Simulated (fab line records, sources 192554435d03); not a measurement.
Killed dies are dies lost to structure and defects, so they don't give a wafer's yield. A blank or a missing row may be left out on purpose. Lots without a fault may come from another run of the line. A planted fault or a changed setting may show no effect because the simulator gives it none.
Chamber matching | flow n5_finfet | N5_BEOL_M12_ETCH_59 on rie_diel-06: 4 sister chambers
The step etches BARC in N2/H2, target depth 89 nm, overetch 26.7 nm, time 67.9 s. 16 wafers are shown with their chamber, then 8 later ones without.

WAFERS WITH THEIR CHAMBER
wafer  | chamber | drypump_motor_current_A (A) | showerhead_plenum_p_Torr (Torr) | throttle_valve_pct (%)
L076.2 | 0       | 5.8                         | 2.70                            | 18.03
L076.5 | 1       | 5.8                         | 2.44                            | 17.94
L076.6 | 2       | 4.9                         | 2.50                            | 17.25
L074.2 | 3       | 6.0                         | 2.66                            | 17.97
L074.3 | 0       | 5.8                         | 2.70                            | 18.01
L074.6 | 1       | 5.8                         | 2.44                            | 17.95
L080.3 | 0       | 5.8                         | 2.70                            | 18.02
L080.4 | 2       | 4.9                         | 2.49                            | 17.28
L080.5 | 3       | 6.0                         | 2.66                            | 18.00
L085.3 | 3       | 6.0                         | 2.65                            | 18.00
L085.4 | 0       | 5.8                         | 2.69                            | 18.06
L085.5 | 1       | 5.8                         | 2.43                            | 17.98
L086.3 | 2       | 5.0                         | 2.48                            | 17.30
L086.4 | 1       | 5.8                         | 2.43                            | 18.01
L086.6 | 2       | 4.9                         | 2.48                            | 17.31
L090.3 | 1       | 5.8                         | 2.42                            | 18.01

SIGNATURES (means of the wafers above)
reading                  | chamber 0 | chamber 1 | chamber 2 | chamber 3 | scatter within a chamber
drypump_motor_current_A  | 5.800     | 5.800     | 4.925     | 6.000     | 0.025
showerhead_plenum_p_Torr | 2.6975    | 2.4320    | 2.4875    | 2.6567    | 0.00762
throttle_valve_pct       | 18.0300   | 17.9780   | 17.2850   | 17.9900   | 0.0264
Rule: a wafer's distance from a chamber is the root of the sum, over the readings, of the square of ((its reading less the chamber's mean) divided by the reading's scatter). The wafer belongs to the nearest chamber; if the next one is less than 2 further off, it can't be placed. The scatter: the root of (the sum of the squares of (reading less its chamber's mean) over the shown wafers, divided by (wafers less chambers)).

WAFERS WITHOUT THEIR CHAMBER
wafer  | drypump_motor_current_A (A) | showerhead_plenum_p_Torr (Torr) | throttle_valve_pct (%)
L090.4 | 5.8                         | 2.69                            | 18.08
L090.6 | 6.0                         | 2.65                            | 18.04
L092.4 | 5.8                         | 2.68                            | 18.08
L092.5 | 5.9                         | 2.68                            | 18.07
L092.6 | 6.0                         | 2.64                            | 18.05
L094.2 | 5.0                         | 2.48                            | 17.35
L094.3 | 5.8                         | 2.68                            | 18.09
L094.6 | 5.8                         | 2.42                            | 18.03

WHICH CHAMBER EACH WENT THROUGH
wafer  | from the rows above     | in truth
L090.4 | 0                       | 0
L090.6 | 3                       | 3
L092.4 | 0                       | 0
L092.5 | can't be placed: 0 or 3 | 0
L092.6 | 3                       | 3
L094.2 | 2                       | 2
L094.3 | 0                       | 0
L094.6 | 1                       | 1
Placed correctly: 7 of 8. Can't be placed from these rows: 1 (the true chamber is among the candidates in 1). Placed wrongly: 0.
